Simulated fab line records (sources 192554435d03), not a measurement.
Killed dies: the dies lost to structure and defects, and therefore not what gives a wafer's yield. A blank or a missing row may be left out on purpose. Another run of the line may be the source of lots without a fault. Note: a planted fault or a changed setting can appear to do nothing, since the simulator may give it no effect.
Chamber matching :: flow n5Finfet :: N5_BEOL_M3_ETCHBACK_99 on rieDiel-02 has 4 sister chambers
The step etches SiO2 in CHF3, target depth 5 nm, time 10.4 s. 8 wafers are shown with their chamber, then 7 later ones without.

== WAFERS WITH THEIR CHAMBER ==
wafer: L077.3
chamber: 1
drypumpMotorCurrentA (A): 5.8
oesProductAu (a.u.): 0.66

wafer: L081.1
chamber: 0
drypumpMotorCurrentA (A): 5.3
oesProductAu (a.u.): 0.72

wafer: L081.3
chamber: 1
drypumpMotorCurrentA (A): 5.8
oesProductAu (a.u.): 0.66

wafer: L081.6
chamber: 2
drypumpMotorCurrentA (A): 5.7
oesProductAu (a.u.): 0.67

wafer: L083.5
chamber: 2
drypumpMotorCurrentA (A): 5.7
oesProductAu (a.u.): 0.97

wafer: L083.6
chamber: 3
drypumpMotorCurrentA (A): 5.4
oesProductAu (a.u.): 0.93

wafer: L086.2
chamber: 0
drypumpMotorCurrentA (A): 5.3
oesProductAu (a.u.): 0.71

wafer: L086.3
chamber: 3
drypumpMotorCurrentA (A): 5.5
oesProductAu (a.u.): 0.93

== WAFERS MISSING THEIR CHAMBER ==
wafer: L086.6
drypumpMotorCurrentA (A): 5.6
oesProductAu (a.u.): 0.97

wafer: L094.1
drypumpMotorCurrentA (A): 5.9
oesProductAu (a.u.): 0.91

wafer: L094.2
drypumpMotorCurrentA (A): 5.5
oesProductAu (a.u.): 0.91

wafer: L094.4
drypumpMotorCurrentA (A): 5.3
oesProductAu (a.u.): 0.70

wafer: L096.1
drypumpMotorCurrentA (A): 5.8
oesProductAu (a.u.): 0.91

wafer: L096.3
drypumpMotorCurrentA (A): 5.7
oesProductAu (a.u.): 0.90

wafer: L096.5
drypumpMotorCurrentA (A): 5.3
oesProductAu (a.u.): 0.70

== WHICH CHAMBER EACH ONE RAN IN ==
wafer: L086.6
from the rows above: can't be placed: 2 or 3
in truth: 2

wafer: L094.1
from the rows above: 1
in truth: 1

wafer: L094.2
from the rows above: 3
in truth: 3

wafer: L094.4
from the rows above: 0
in truth: 0

wafer: L096.1
from the rows above: can't be placed: 1 or 2
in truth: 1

wafer: L096.3
from the rows above: 2
in truth: 2

wafer: L096.5
from the rows above: 0
in truth: 0
Correctly placed: 5 of 7. These rows do not allow placing 2 (true chamber among the candidates in 2). 0 placed wrongly.
How it was worked out, from the rows above alone: a wafer's distance from a chamber is the root of the sum, over the readings, of the square of ((its reading less the chamber's mean) divided by the reading's scatter). The wafer belongs to the nearest chamber; if the next one is less than 2 further off, it can't be placed. The mean given for a chamber averages the wafers shown for that chamber. How the scatter is found: for the shown wafers, subtract from each reading the mean of its chamber, square and add these, divide the total by (wafers less chambers), then take the root.
